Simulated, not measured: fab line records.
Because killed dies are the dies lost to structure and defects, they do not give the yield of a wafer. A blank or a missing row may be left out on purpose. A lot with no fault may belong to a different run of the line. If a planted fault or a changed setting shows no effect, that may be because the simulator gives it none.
Split-lot experiment ; flow n5 finfet ; 39 wafers read from 7 lots, route of 1938 steps

THE SPLIT
At N5_DUMMY_GATE_EXPOSE_12 (exposes mask GATE, target cd 25 nm), the setting dose mj was moved away from the recipe's 34 on 15 of the 39 wafers read, by -6.2% to +7.2%. For the rest of the wafers, this setting stayed at what the recipe calls for.

FROM THE SPLIT TO THE READING: what the file shows between them, 2 steps
- N5_DUMMY_GATE_PEB_13: peb time 60 s
- N5_DUMMY_GATE_DEVELOP_14: develop time 30 s

THE READING
cd nm (nm) at N5_DUMMY_GATE_CD_MEAS_15, where the cd target is 25.8 nm. Typical for fault-free wafers on this fab line: 24.95 nm, with standard deviation 0.25 nm.

wafer;tool, chamber at the split;dose mj as run;against the recipe;cd nm, nm;against lot-mates on the recipe
L074.2;euv scanner-02, 0;34;recipe;25.13;-
L074.5;euv scanner-02, 0;34;recipe;25.17;-
L074.6;euv scanner-02, 0;34;recipe;24.82;-
L078.1;euv scanner-01, 0;34;recipe;25.51;-
L078.2;euv scanner-01, 0;34;recipe;24.95;-
L078.3;euv scanner-01, 0;34;recipe;25.11;-
L078.4;euv scanner-01, 0;35.01;+3.0%;24.24;-0.95
L078.5;euv scanner-01, 0;35.01;+3.0%;24.27;-0.92
L078.6;euv scanner-01, 0;35.01;+3.0%;24.70;-0.49
L079.1;euv scanner-02, 0;31.88;-6.2%;26.28;+1.38
L079.2;euv scanner-02, 0;31.88;-6.2%;26.61;+1.71
L079.3;euv scanner-02, 0;31.88;-6.2%;25.97;+1.07
L079.4;euv scanner-02, 0;34;recipe;24.69;-
L079.5;euv scanner-02, 0;34;recipe;25.15;-
L079.6;euv scanner-02, 0;34;recipe;24.86;-
L080.1;euv scanner-01, 0;34;recipe;24.67;-
L080.2;euv scanner-01, 0;34;recipe;24.89;-
L080.3;euv scanner-01, 0;35.62;+4.8%;23.82;-0.98
L080.4;euv scanner-01, 0;35.62;+4.8%;23.92;-0.88
L080.5;euv scanner-01, 0;35.62;+4.8%;23.72;-1.08
L080.6;euv scanner-01, 0;34;recipe;24.83;-
L088.1;euv scanner-02, 0;32.01;-5.9%;26.35;+1.30
L088.2;euv scanner-02, 0;34;recipe;25.06;-
L088.3;euv scanner-02, 0;32.01;-5.9%;26.38;+1.33
L088.4;euv scanner-02, 0;32.01;-5.9%;25.94;+0.89
L088.5;euv scanner-02, 0;34;recipe;25.06;-
L088.6;euv scanner-02, 0;34;recipe;25.04;-
L092.1;euv scanner-02, 0;34;recipe;24.67;-
L092.2;euv scanner-02, 0;34;recipe;24.87;-
L092.3;euv scanner-02, 0;34;recipe;24.39;-
L092.4;euv scanner-02, 0;34;recipe;24.81;-
L092.5;euv scanner-02, 0;34;recipe;24.42;-
L092.6;euv scanner-02, 0;34;recipe;24.86;-
L094.1;euv scanner-01, 0;36.45;+7.2%;23.85;-1.34
L094.2;euv scanner-01, 0;34;recipe;25.31;-
L094.3;euv scanner-01, 0;34;recipe;25.25;-
L094.4;euv scanner-01, 0;36.45;+7.2%;23.95;-1.24
L094.5;euv scanner-01, 0;34;recipe;25.02;-
L094.6;euv scanner-01, 0;36.45;+7.2%;24.36;-0.83

FIT RESULTS
A straight line over all 39 wafers: cd nm changes by -0.188 nm for each +1% of dose mj; r = -0.92; the points scatter about the line by 0.29 nm.
The same after taking each lot's own level away (the mean of its wafers on the recipe; 39 wafers): -0.196 nm for each +1%; r = -0.96; scatter 0.21 nm.
Per that fit: largest dose mj move, reading shift of 1.4 nm.
The lots' own levels span 24.670 to 25.193 nm, that is 2.1 times the standard deviation above.
Hence the lot-to-lot level has little effect on the slope; both slopes agree.
Check: with one of the wafers moved furthest among these (+7.2%) left out of the fit, the line predicts -1.41 nm for it against its lot-mates. It came out at -1.34 nm against them.

FILE'S OWN FIT
cd nm changes by -0.196 nm for each +1% of dose mj, r = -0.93.
